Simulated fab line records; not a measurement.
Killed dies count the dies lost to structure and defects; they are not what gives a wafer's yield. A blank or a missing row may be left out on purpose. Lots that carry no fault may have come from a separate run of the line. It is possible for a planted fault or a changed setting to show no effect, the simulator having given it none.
Matching of chambers | flow n5_finfet | pecvd-01 running N5_BEOL_M4_PECVD_72: 3 sister chambers
The step deposits SiO2 from TEOS/O2, target thk 16 nm, time 18 s. 3 wafers are shown with their chamber, then 12 later ones without.

WAFERS PAIRED WITH THEIR CHAMBERS
wafer  | chamber | throttle_valve_pct (%)
L089.2 | 1       | 22.5
L089.3 | 2       | 21.0
L089.5 | 0       | 21.5

WAFERS WITHOUT THEIR CHAMBER
wafer  | throttle_valve_pct (%)
L092.2 | 22.3
L092.3 | 21.2
L092.6 | 21.5
L095.2 | 22.7
L095.4 | 21.3
L095.5 | 21.1
L096.3 | 21.3
L096.4 | 21.4
L096.5 | 22.4
L097.1 | 22.6
L097.3 | 21.2
L097.4 | 21.4

WHICH CHAMBER EACH ONE RAN IN
wafer  | from the rows above     | in truth
L092.2 | 1                       | 1
L092.3 | can't be placed: 2 or 0 | 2
L092.6 | 0                       | 0
L095.2 | 1                       | 1
L095.4 | can't be placed: 0 or 2 | 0
L095.5 | can't be placed: 2 or 0 | 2
L096.3 | can't be placed: 0 or 2 | 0
L096.4 | can't be placed: 0 or 2 | 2
L096.5 | 1                       | 1
L097.1 | 1                       | 1
L097.3 | can't be placed: 2 or 0 | 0
L097.4 | can't be placed: 0 or 2 | 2
Correctly placed: 5 of 12. Unplaceable from these rows: 7, with the true chamber sitting among the candidates in 7. Wrongly placed: 0.
How it was worked out, from the rows above alone: a wafer's distance from a chamber is the root of the sum, over the readings, of the square of ((its reading less the chamber's mean) divided by the reading's scatter). The wafer belongs to the nearest chamber; if the next one is less than 2 further off, it can't be placed. For every chamber, the mean is computed from those of its wafers that are shown. The scatter (one wafer shown for each chamber): square how far every hidden wafer sits from the nearest shown wafer, average those squares and take the square root.
